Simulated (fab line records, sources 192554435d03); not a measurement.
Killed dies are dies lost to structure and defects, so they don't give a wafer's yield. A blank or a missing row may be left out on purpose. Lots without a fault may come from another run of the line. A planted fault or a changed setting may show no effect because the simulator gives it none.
Which tool did it? | flow n5_finfet | 24 lots, 72 wafers sampled, at 3 steps of a route of 1938

WHAT THE GAUGES READ, wafer by wafer
N5_BEOL_M4_RS_MEAS_58: measures by four-point-probe.
lot  | measured     | on            | M4_RS (ohm/sq)
L074 | day 8 00:11  | film_metro-02 | 0.67 0.63 0.68
L075 | day 8 02:59  | film_metro-02 | 0.75 0.68 0.67
L076 | day 8 05:24  | film_metro-02 | 0.71 0.67 0.68
L077 | day 8 08:36  | film_metro-02 | 0.66 0.62 0.64
L078 | day 8 20:58  | film_metro-01 | 0.62 0.69 0.66
L079 | day 8 23:50  | film_metro-01 | 0.65 0.62 0.62
L080 | day 9 03:19  | film_metro-01 | 0.65 0.69 0.65
L081 | day 9 14:31  | film_metro-02 | 0.64 0.67 0.61
L082 | day 9 20:01  | film_metro-01 | 0.65 0.67 0.68
L083 | day 9 21:44  | film_metro-01 | 0.67 0.67 0.67
L084 | day 10 03:02 | film_metro-02 | 0.66 0.69 0.65
L085 | day 10 17:05 | film_metro-02 | 0.68 0.71 0.74
L086 | day 10 22:57 | film_metro-01 | 0.65 0.64 0.67
L087 | day 11 01:59 | film_metro-01 | 0.72 0.70 0.66
L089 | day 11 07:49 | film_metro-01 | 0.70 0.59 0.67
L088 | day 12 02:56 | film_metro-02 | 0.71 0.64 0.67
L090 | day 12 14:42 | film_metro-01 | 0.69 0.64 0.62
L091 | day 12 15:11 | film_metro-02 | 0.70 0.65 0.72
L092 | day 12 18:08 | film_metro-02 | 0.65 0.63 0.73
L093 | day 13 08:47 | film_metro-01 | 0.68 0.63 0.68
L094 | day 13 14:03 | film_metro-02 | 0.68 0.71 0.65
L097 | day 13 20:04 | film_metro-01 | 0.70 0.66 0.66
L095 | day 13 23:36 | film_metro-02 | 0.63 0.63 0.72
L096 | day 14 01:55 | film_metro-02 | 0.63 0.62 0.66

WHICH TOOL RAN EACH LOT (tool, then ch and the chambers of the sampled wafers, then the start)
lot  | N5_BEOL_M4_ANNEAL_80         | N5_BEOL_M4_DEP_57
L074 | pvd_sputter-01, day 7 21:32  | pecvd-03 ch 0,1,2, day 8 00:07
L075 | pvd_sputter-01, day 8 00:28  | pecvd-04 ch 0,1,2, day 8 02:56
L076 | pvd_sputter-01, day 8 02:49  | pecvd-04 ch 0,1,2, day 8 05:20
L077 | pvd_sputter-01, day 8 06:05  | pecvd-04 ch 0,1,2, day 8 08:32
L078 | pvd_sputter-03, day 8 18:27  | pecvd-04 ch 1,2, day 8 20:53
L079 | pvd_sputter-02, day 8 21:19  | pecvd-04 ch 0,1,2, day 8 23:46
L080 | pvd_sputter-02, day 9 00:49  | pecvd-03 ch 0,1,2, day 9 03:16
L081 | pvd_sputter-01, day 9 11:59  | pecvd-03 ch 0,1, day 9 14:27
L082 | pvd_sputter-02, day 9 17:17  | pecvd-03 ch 0,1, day 9 19:55
L083 | pvd_sputter-01, day 9 19:06  | pecvd-01 ch 0,1, day 9 21:40
L084 | pvd_sputter-03, day 10 00:30 | pecvd-04 ch 1,2, day 10 02:58
L085 | pvd_sputter-01, day 10 13:58 | pecvd-04 ch 0,1, day 10 17:01
L086 | pvd_sputter-02, day 10 20:26 | pecvd-04 ch 0,1,2, day 10 22:53
L087 | pvd_sputter-02, day 10 23:28 | pecvd-04 ch 1,2, day 11 01:55
L089 | pvd_sputter-02, day 11 05:11 | pecvd-01 ch 0,2, day 11 07:45
L088 | pvd_sputter-02, day 12 00:26 | pecvd-04 ch 0,1,2, day 12 02:52
L090 | pvd_sputter-03, day 12 12:08 | pecvd-03 ch 0,1, day 12 14:38
L091 | pvd_sputter-02, day 12 12:40 | pecvd-01 ch 0,2, day 12 15:07
L092 | pvd_sputter-03, day 12 15:37 | pecvd-03 ch 0,1,2, day 12 18:04
L093 | pvd_sputter-03, day 13 06:07 | pecvd-01 ch 0, day 13 08:42
L094 | pvd_sputter-03, day 13 09:14 | pecvd-01 ch 0,2, day 13 13:59
L097 | pvd_sputter-03, day 13 17:32 | pecvd-04 ch 0,1,2, day 13 19:59
L095 | pvd_sputter-03, day 13 21:04 | pecvd-01 ch 0,1,2, day 13 23:32
L096 | pvd_sputter-03, day 13 23:21 | pecvd-01 ch 0,1,2, day 14 01:50
- N5_BEOL_M4_ANNEAL_80: time 240 s.
- N5_BEOL_M4_DEP_57: deposits SiCN from 3MS/NH3, target thk 8 nm, time 14 s.

WHAT THE TOOLS THEMSELVES READ (means of the sampled wafers that have a number; where no wafer has one, the mark that the record gives instead)
N5_BEOL_M4_ANNEAL_80.
lot  | tool           | heater_power_w (W) | susceptor_temp_C_max
L074 | pvd_sputter-01 | 803                | 401.0
L075 | pvd_sputter-01 | 830                | 401.1
L076 | pvd_sputter-01 | 858                | 401.4
L077 | pvd_sputter-01 | 796                | 400.9
L078 | pvd_sputter-03 | 938                | 400.4
L079 | pvd_sputter-02 | 806                | 400.6
L080 | pvd_sputter-02 | 802                | 400.4
L081 | pvd_sputter-01 | 853                | 401.0
L082 | pvd_sputter-02 | 842                | 400.6
L083 | pvd_sputter-01 | 837                | 401.1
L084 | pvd_sputter-03 | 918                | 400.6
L085 | pvd_sputter-01 | 795                | 401.0
L086 | pvd_sputter-02 | 772                | 400.7
L087 | pvd_sputter-02 | 838                | 400.5
L089 | pvd_sputter-02 | 803                | 400.6
L088 | pvd_sputter-02 | 755                | 400.9
L090 | pvd_sputter-03 | 867                | 401.0
L091 | pvd_sputter-02 | 818                | 400.9
L092 | pvd_sputter-03 | 864                | 401.1
L093 | pvd_sputter-03 | 818                | 400.8
L094 | pvd_sputter-03 | 914                | 401.1
L097 | pvd_sputter-03 | 862                | 401.1
L095 | pvd_sputter-03 | 874                | 400.9
L096 | pvd_sputter-03 | 832                | 401.6

N5_BEOL_M4_DEP_57.
lot  | tool     | chamber_pressure_Torr (Torr) | showerhead_plenum_p_Torr (Torr) | throttle_valve_pct (%)
L074 | pecvd-03 | 3.004                        | 3.665                           | 9.0
L075 | pecvd-04 | 3.002                        | 3.651                           | 8.8
L076 | pecvd-04 | 3.003                        | 3.654                           | 8.8
L077 | pecvd-04 | 3.002                        | 3.658                           | 8.7
L078 | pecvd-04 | 3.001                        | 3.640                           | 8.9
L079 | pecvd-04 | 2.998                        | 3.657                           | 8.5
L080 | pecvd-03 | 3.005                        | 3.667                           | 8.9
L081 | pecvd-03 | 2.994                        | 3.681                           | 9.1
L082 | pecvd-03 | 2.998                        | 3.677                           | 9.2
L083 | pecvd-01 | 3.002                        | 3.663                           | 9.4
L084 | pecvd-04 | 2.997                        | 3.658                           | 9.0
L085 | pecvd-04 | 3.006                        | 3.667                           | 8.6
L086 | pecvd-04 | 2.996                        | 3.656                           | 8.7
L087 | pecvd-04 | 2.996                        | 3.650                           | 8.8
L089 | pecvd-01 | 3.002                        | 3.669                           | 9.1
L088 | pecvd-04 | 3.001                        | 3.655                           | 8.9
L090 | pecvd-03 | 3.003                        | 3.661                           | 9.3
L091 | pecvd-01 | 2.999                        | 3.670                           | 9.1
L092 | pecvd-03 | 3.005                        | 3.663                           | 8.8
L093 | pecvd-01 | 2.999                        | 3.664                           | 9.2
L094 | pecvd-01 | 3.001                        | 3.665                           | 9.1
L097 | pecvd-04 | 2.999                        | 3.659                           | 8.8
L095 | pecvd-01 | 3.000                        | 3.667                           | 9.2
L096 | pecvd-01 | 3.001                        | 3.666                           | 9.1

THE ANSWER, worked out from the rows above alone
Rule: what is usual is taken from the lots themselves. Put in order of their means at a reading, lots are off if they are a third of the lots or fewer, leave a main group of 4 or more, and stand apart from it by a gap of 3 or more times the standard deviation of the main group's means; of several such gaps the widest counts. A main group whose means are all the same, to the digits that the tables above print for the reading, isn't used. A lot without any number at a reading at which 4 lots or more have one is off too. The other lots that the step has rows for count as sound. The gauges are gone through in route order, then the tools' own readings, and for those a lot's mean is taken as printed above. The first step at which some lot is off is used, and at that step the reading that is off furthest; a lot without a number counts as furthest.
No lot is off at any reading shown: from this, nothing can be told.

WHAT THE SIMULATOR HAD PUT IN
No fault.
